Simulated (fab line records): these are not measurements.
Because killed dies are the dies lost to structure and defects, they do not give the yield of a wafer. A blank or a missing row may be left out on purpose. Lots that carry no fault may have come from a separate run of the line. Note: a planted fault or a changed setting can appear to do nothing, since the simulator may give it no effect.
A lot that was struck, set against a sound lot / flow n5_finfet / 37 out of 1938 route steps
Sound: these wafers, L383.1, L383.2, L383.5. Wafers L389.2, L389.5, L389.6 were the ones struck. At the end, the cause is stated.
At each step with rows: each side's tool, then ch and its chambers, then its first start. Under that, the readings that differ: sound wafers / struck wafers / difference of the means / sigmas: that difference in standard deviations of wafers without a fault.
alike: same words and numbers on both sides, and readings whose means sit less than 2 such deviations apart. not compared: any withheld reading, any reading some wafer has no value for, any bound like >300 that may hide the same value, and any number with overlapping values for which the record gives no deviation.
A row with sigmas, a row that says differs or no value, or rows on one side alone: a step with any of these is where the two part. Numbers that don't overlap but have no deviation are shown without sigmas and don't part them. Lack of a reading on every wafer of one side parts them only where that side has two or more wafers.

first, 9 steps without rows for these wafers: N5_BEOL_M4_ANNEAL_95 (time 240 s); N5_BEOL_M4_SPUTTER_96 (material Cu, target thk 4.5 nm, time 8.29 s); N5_BEOL_M4_ECD_50 (material Cu, target thk 300 nm); N5_BEOL_M4_ANNEAL_51 (time 90 s); N5_BEOL_M4_CMP_52 (polishes, stops on SiOC, t overpolish 6.8 s, target thk 40 nm); N5_BEOL_M4_PRE_CLEAN_60 (time 15 s); N5_BEOL_M4_CO_CAP_55 (material Co, precursor CCTBA/H2, target thk 2 nm, time 102.1 s); N5_BEOL_M4_PRE_CLEAN_56 (time 15 s); N5_BEOL_M4_DEP_57 (deposits SiCN from 3MS/NH3, target thk 8 nm, time 14 s).
N5_BEOL_M4_RC_MEAS_101:
  sound on prober-01 ch 0, day 13 18:54; struck on prober-01 ch 0, day 12 12:28
  alike: DIBL_N, DIBL_P, IOFF_N, IOFF_P, ION_N, ION_P, SS_N, SS_P, VT_N, VT_P
then, 24 steps without rows for these wafers: N5_BEOL_M5_ILD_DEP_00 (deposits SiCOH lowk from DEMS/porogen, target thk 140.64 nm, time 25.9 s); N5_BEOL_M5_CURE_79 (cures SiCOH lowk, time 240 s); N5_BEOL_M5_PECVD_70 (deposits SiO2 from TEOS/O2, target thk 16 nm, time 18 s); N5_BEOL_M5_HM_DEP_02 (deposits TiN, target thk 20 nm); N5_BEOL_M5_COAT_59 (time 60 s, resist thk 60 nm); N5_BEOL_M5_COAT_60 (time 60 s, resist thk 12 nm); N5_BEOL_M5_COAT_71 (time 60 s, resist thk 5 nm); N5_BEOL_M5_COAT_05 (resist thk 30 nm); N5_BEOL_M5_EBR_07; N5_BEOL_M5_SOFTBAKE_06 (time 60 s); N5_BEOL_M5_EXPOSE_08 (exposes mask M5, target cd 28 nm); N5_BEOL_M5_PEB_09 (peb time 60 s); N5_BEOL_M5_DEVELOP_10 (develop time 30 s); N5_BEOL_M5_DESCUM_16 (chemistry O2, time 7 s); N5_BEOL_M5_ETCH_72 (etches underlayer in N2/H2, target depth 6.5 nm, time 5.2 s); N5_BEOL_M5_ETCH_61 (etches SiARC in CF4, target depth 15.6 nm, time 26 s); N5_BEOL_M5_ETCH_62 (etches SOC in N2/H2, target depth 75 nm, overetch 15 nm, time 112.5 s); N5_BEOL_M5_STRIP_63 (strips in N2/H2); N5_BEOL_M5_STRIP_73 (strips in N2/H2); N5_BEOL_M5_STRIP_64 (strips in CF4); N5_BEOL_M5_HM_OPEN_17 (chemistry Cl2/BCl3, target TiN, target depth 20 nm, overetch 6 nm); N5_BEOL_M5_STRIP_19 (strips in O2); N5_BEOL_M5_COAT_65 (time 60 s, resist thk 60 nm); N5_BEOL_M5_COAT_66 (time 60 s, resist thk 12 nm).
N5_BEOL_M6_ALD_77: deposits TaN, target thk 2 nm, pulse time 2 s, purge time 3 s.
  sound on ald_metal-02 ch 0,1,3, day 14 18:09; struck on ald_metal-02 ch 0,2,3, day 13 08:08
  no value came back on the struck wafers for ald_cycles, chamber_pressure_Torr (Torr), heater_power_w (W); on the sound wafers ald_cycles reads 40 40 40
N5_BEOL_M6_CMP_52: polishes, stops on SiCOH lowk, t overpolish 6.9 s, target thk 80 nm.
  sound on cmp-03 ch 2,3, day 14 19:09; struck on cmp-01 ch 0,1, day 13 09:14
reading=barrier_field_endpoint_s (s); sound=28.9 29.1 29.3; struck=26.4 26.5 26.8; difference=-2.5; sigmas=-3
  alike: motor_current_A, retaining_ring_pressure_frac
-- a jump in the record: the struck wafers' starts before and after are 4 days apart (it breaks off in module BEOL_M6 and resumes in module PASSIVATION, where the first step shown is number 1936 of the route) --
N5_PASSIVATION_PROBE_49:
  only the struck wafers here have rows in the record (prober-01, day 17 11:10); the sound ones have none

WHERE THEY PART
First at N5_BEOL_M6_ALD_77; last, within this record, at N5_PASSIVATION_PROBE_49.

WHY: what had been put in by the simulator
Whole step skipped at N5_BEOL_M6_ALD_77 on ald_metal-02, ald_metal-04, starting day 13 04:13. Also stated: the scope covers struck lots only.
